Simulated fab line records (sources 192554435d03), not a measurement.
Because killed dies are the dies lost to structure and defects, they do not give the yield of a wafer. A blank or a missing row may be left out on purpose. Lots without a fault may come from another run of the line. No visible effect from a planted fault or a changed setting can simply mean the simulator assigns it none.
Chamber matching | flow n5-finfet | N5_BEOL_M1_CO_CAP_55 on cvd-co-02: 3 sister chambers
The step material Co, precursor CCTBA/H2, target thk 2 nm, time 102.1 s. 3 wafers are shown with their chamber, then 10 later ones without.

== WAFERS, EACH WITH ITS CHAMBER ==
wafer  | chamber | heater-power-w (W)
L406.1 | 1       | 200
L410.1 | 0       | 288
L410.3 | 2       | 237

== WAFERS WITH NO CHAMBER GIVEN ==
wafer  | heater-power-w (W)
L410.6 | 293
L411.2 | 237
L411.3 | 199
L411.6 | 234
L414.1 | 236
L414.2 | 192
L414.5 | 192
L420.2 | 237
L420.5 | 295
L420.6 | 238

== WHICH CHAMBER EACH ONE RAN IN ==
wafer  | from the rows above | in truth
L410.6 | 0                   | 0
L411.2 | 2                   | 2
L411.3 | 1                   | 1
L411.6 | 2                   | 2
L414.1 | 2                   | 2
L414.2 | 1                   | 1
L414.5 | 1                   | 1
L420.2 | 2                   | 2
L420.5 | 0                   | 0
L420.6 | 2                   | 2
10 of 10 placed correctly. Not placeable from these rows: 0. 0 placed wrongly.
How it was worked out, from the rows above alone: a wafer's distance from a chamber is the root of the sum, over the readings, of the square of ((its reading less the chamber's mean) divided by the reading's scatter). If the next closest chamber is less than 2 further off than the closest, the wafer can't be placed; otherwise it belongs to the closest. Each chamber's mean is taken over the wafers shown for it. The scatter: with one shown wafer a chamber, the root of the mean of the squares of how far each hidden wafer lies from its nearest shown one.
